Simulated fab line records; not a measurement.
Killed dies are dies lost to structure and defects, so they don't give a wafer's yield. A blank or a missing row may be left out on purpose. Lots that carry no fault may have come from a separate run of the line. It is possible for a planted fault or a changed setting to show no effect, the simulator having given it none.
A struck lot beside a sound one -- flow n5Finfet -- 15 out of 1938 route steps
Sound: these wafers, L630.1, L630.3, L630.6. Struck: wafer L638.1 (left out: L638.5, a lot-mate that was not struck); the cause follows at the end.
Each step with rows lists, per side, the tool, then ch with its chambers, then its first start. Under that, the readings that differ: sound wafers -- struck wafers -- difference of the means -- sigmas: that difference in standard deviations of wafers without a fault.
alike: readings with means less than 2 such deviations apart, plus words and numbers identical on both sides. not compared: withheld readings, readings lacking a value on some wafer, bounds such as >300 that could conceal the same value, and numbers that have no deviation in the record and whose values overlap.
Wherever a step has rows on one side only, a row that says differs or no value, or a row with sigmas, the two part there. Non-overlapping numbers with no deviation appear without sigmas and do not part them. A reading that every wafer of one side lacks parts them only if that side has two wafers or more.

first, 3 steps without rows for these wafers: N5_SD_EPI_P_EXPOSE_06 (exposes mask SD P BLK, target cd 240 nm); N5_SD_EPI_P_PEB_07 (peb time 60 s); N5_SD_EPI_P_DEVELOP_08 (develop time 30 s).
N5_SD_EPI_P_CD_MEAS_09: the cd target is 240 nm.
  sound on cdSem-02 ch 0, day 4 02:36; struck on cdSem-01 ch 0, day 6 06:12
  alike: cdNm
N5_SD_EPI_P_OVL_MEAS_10:
  sound on overlay-02 ch 0, day 4 02:38; struck on overlay-01 ch 0, day 6 06:14
  alike: SD_P_BLK_OVL
N5_SD_EPI_P_INSPECT_11: inspects for defects (macro).
  sound on defectInspect-02, day 4 02:39; struck on defectInspect-02, day 6 06:16
  alike: rawDefectCount
N5_SD_EPI_P_DESCUM_14: chemistry O2, time 7.9 s.
  sound on rieDiel-05 ch 0,1,2, day 4 02:41; struck on rieDiel-05 ch 0, day 6 06:55
  alike: drypumpMotorCurrentA, oesProductAu, rfVppV, showerheadPlenumPTorr, throttleValvePct
  not compared: rfHoursCounterH
N5_SD_EPI_P_ETCH_36: etches SiARC in CF4, target depth 45.5 nm, time 75.8 s.
  sound on rieDiel-05 ch 0,1,2, day 4 02:43; struck on rieDiel-05 ch 0, day 6 06:57
  alike: drypumpMotorCurrentA, etchRfOnTimeS, oesProductAu, rfVppV, showerheadPlenumPTorr, throttleValvePct
  not compared: rfHoursCounterH
N5_SD_EPI_P_ETCH_37: etches SOC in N2/H2, overetch 108 nm, time 486 s.
  sound on rieDiel-05 ch 0,1,2, day 4 02:47; struck on rieDiel-05 ch 0, day 6 07:01
  alike: drypumpMotorCurrentA, oesProductAu, rfVppV, showerheadPlenumPTorr, throttleValvePct
  not compared: rfHoursCounterH
then, 1 step without rows for these wafers: N5_SD_EPI_P_STRIP_38 (strips in N2/H2).
N5_SD_EPI_P_ETCHBACK_46: etches SiNx in CH3F/O2, stops on SiO2, target depth 17.5 nm.
  sound on rieDiel-05 ch 0,1,2, day 4 03:06; struck on rieDiel-05 ch 0, day 6 07:20
  alike: drypumpMotorCurrentA, oesProductAu, rfVppV, showerheadPlenumPTorr, throttleValvePct
  not compared: rfHoursCounterH
N5_SD_EPI_P_ETCH_47: etches SiOCN in CH3F/O2, target depth 25 nm.
  sound on rieDiel-05 ch 0,1,2, day 4 03:12; struck on rieDiel-05 ch 0, day 6 07:26
  alike: drypumpMotorCurrentA, oesProductAu, rfVppV, showerheadPlenumPTorr, throttleValvePct
  not compared: rfHoursCounterH
N5_SD_EPI_P_ETCH_16: etches SiO2 in CHF3/O2, target depth 5 nm.
  sound on rieDiel-05 ch 0,1,2, day 4 03:18; struck on rieDiel-05 ch 0, day 6 07:32
reading,sound,struck,difference,sigmas
oesProductAu (a.u.),0.76 0.76 0.83,1.01,+0.23,+3
model.etch.depthNm (nm),5.022 5.016 4.938,6.792,+1.800,
model.SiARC_of_SD_EPI_P_COAT_35.thkNm (nm),11.6 11.6 11.8,10.8,-0.9,
  alike: drypumpMotorCurrentA, rfVppV, showerheadPlenumPTorr, throttleValvePct
  not compared: rfHoursCounterH
then, 1 step without rows for these wafers: N5_SD_EPI_P_STRIP_50 (strips in CHF3/O2).
-- the record jumps here: 6 days lie between the struck wafers' starts before and after (it left off in module SD_EPI_P and takes up again in module BEOL_M4, whose first step shown is number 1111 of the route) --
N5_BEOL_M4_RC_MEAS_101:
  sound on prober-02 ch 0, day 8 21:07; struck on prober-02 ch 0, day 11 19:33
  alike: DIBL_N, DIBL_P, IOFF_N, IOFF_P, ION_N, ION_P, SS_N, SS_P, VT_N, VT_P

WHERE THEY PART
At N5_SD_EPI_P_ETCH_16 and nowhere else, as far as this record goes. Later steps at which nothing parts them and some readings are alike: N5_BEOL_M4_RC_MEAS_101.

WHY: what had been put in by the simulator
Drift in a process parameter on rieDiel-05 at N5_SD_EPI_P_ETCH_16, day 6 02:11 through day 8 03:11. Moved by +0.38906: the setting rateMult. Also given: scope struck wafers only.
